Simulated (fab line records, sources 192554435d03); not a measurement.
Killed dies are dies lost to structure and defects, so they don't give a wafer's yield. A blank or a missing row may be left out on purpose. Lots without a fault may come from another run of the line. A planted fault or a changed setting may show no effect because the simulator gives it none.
Which tool did it? | flow n5_finfet | 10 lots, 29 wafers sampled, at 4 steps of a route of 1938

WHAT THE GAUGES READ, wafer by wafer
N5_FIN_SAQP_CD_MEAS_16: target cd 35.6 nm.
lot  | measured    | on        | cd_nm (nm)
L242 | day 1 21:33 | cd_sem-03 | 35.9 36.5 35.8
L244 | day 2 09:29 | cd_sem-02 | 35.4 36.2 35.7
L246 | day 2 21:37 | cd_sem-02 | 35.2 35.1 35.0
L251 | day 4 04:54 | cd_sem-03 | 35.6 36.7 36.5
L255 | day 5 05:32 | cd_sem-02 | 30.8 35.7
L257 | day 5 15:19 | cd_sem-03 | 35.5 36.3 35.9
L259 | day 6 03:52 | cd_sem-02 | 34.9 34.5 35.6
L260 | day 6 10:01 | cd_sem-03 | 36.0 36.7 36.5
L264 | day 7 10:34 | cd_sem-01 | 35.8 36.0 35.2
L265 | day 7 15:46 | cd_sem-02 | 35.5 35.5 36.3

WHICH TOOL RAN EACH LOT (tool, then ch and the chambers of the sampled wafers, then the start)
lot  | N5_FIN_SAQP_PECVD_48           | N5_FIN_SAQP_HM_DEP_72          | N5_FIN_SAQP_EXPOSE_13
L242 | pecvd-04 ch 0,1,2, day 1 21:04 | pecvd-02 ch 0,1,2, day 1 21:14 | arfi_scanner-02 ch 0, day 1 21:26
L244 | pecvd-04 ch 0,2, day 2 08:58   | pecvd-02 ch 1,2, day 2 09:10   | arfi_scanner-03 ch 0, day 2 09:22
L246 | pecvd-01 ch 0,1, day 2 20:58   | pecvd-02 ch 1,2, day 2 21:10   | arfi_scanner-02 ch 0, day 2 21:29
L251 | pecvd-02 ch 0,1,2, day 4 04:17 | pecvd-01 ch 1,2, day 4 04:28   | arfi_scanner-03 ch 0, day 4 04:46
L255 | pecvd-01 ch 0, day 5 05:02     | pecvd-01 ch 1,2, day 5 05:13   | arfi_scanner-02 ch 0, day 5 05:24
L257 | pecvd-04 ch 0,2, day 5 14:41   | pecvd-04 ch 0,2, day 5 14:52   | arfi_scanner-03 ch 0, day 5 15:11
L259 | pecvd-02 ch 0,1,2, day 6 03:23 | pecvd-04 ch 1,2, day 6 03:32   | arfi_scanner-03 ch 0, day 6 03:44
L260 | pecvd-01 ch 0,1,2, day 6 09:24 | pecvd-01 ch 1,2, day 6 09:34   | arfi_scanner-01 ch 0, day 6 09:54
L264 | pecvd-04 ch 0,1,2, day 7 09:57 | pecvd-01 ch 0,1,2, day 7 10:07 | arfi_scanner-03 ch 0, day 7 10:26
L265 | pecvd-02 ch 0,1, day 7 15:05   | pecvd-02 ch 0,1, day 7 15:17   | arfi_scanner-02 ch 0, day 7 15:38
- N5_FIN_SAQP_PECVD_48: deposits SiNx from SiH4/NH3/N2, target thk 25 nm, time 22.1 s.
- N5_FIN_SAQP_HM_DEP_72: deposits SiO2 from SiH4/N2O, target thk 12 nm, time 7.2 s.
- N5_FIN_SAQP_EXPOSE_13: exposes mask FIN CORE, target cd 35.6 nm.

THE ANSWER, worked out from the rows above alone
Rule: what is usual is taken from the lots themselves. Put in order of their means at a reading, lots are off if they are a third of the lots or fewer, leave a main group of 4 or more, and stand apart from it by a gap of 3 or more times the standard deviation of the main group's means; of several such gaps the widest counts. A main group whose means are all the same, to the digits that the tables above print for the reading, isn't used. A lot without any number at a reading at which 4 lots or more have one is off too. The other lots that the step has rows for count as sound.
Off: L255, at N5_FIN_SAQP_CD_MEAS_16 (cd_nm). The main group: mean 35.8 nm, standard deviation 0.45.
A tool fits if, at a process step before that reading, it ran every lot that is off, and no sound lot after the first of them. The gauges at N5_FIN_SAQP_CD_MEAS_16 are tried like those tools. None of those tried fits.

WHAT THE SIMULATOR HAD PUT IN
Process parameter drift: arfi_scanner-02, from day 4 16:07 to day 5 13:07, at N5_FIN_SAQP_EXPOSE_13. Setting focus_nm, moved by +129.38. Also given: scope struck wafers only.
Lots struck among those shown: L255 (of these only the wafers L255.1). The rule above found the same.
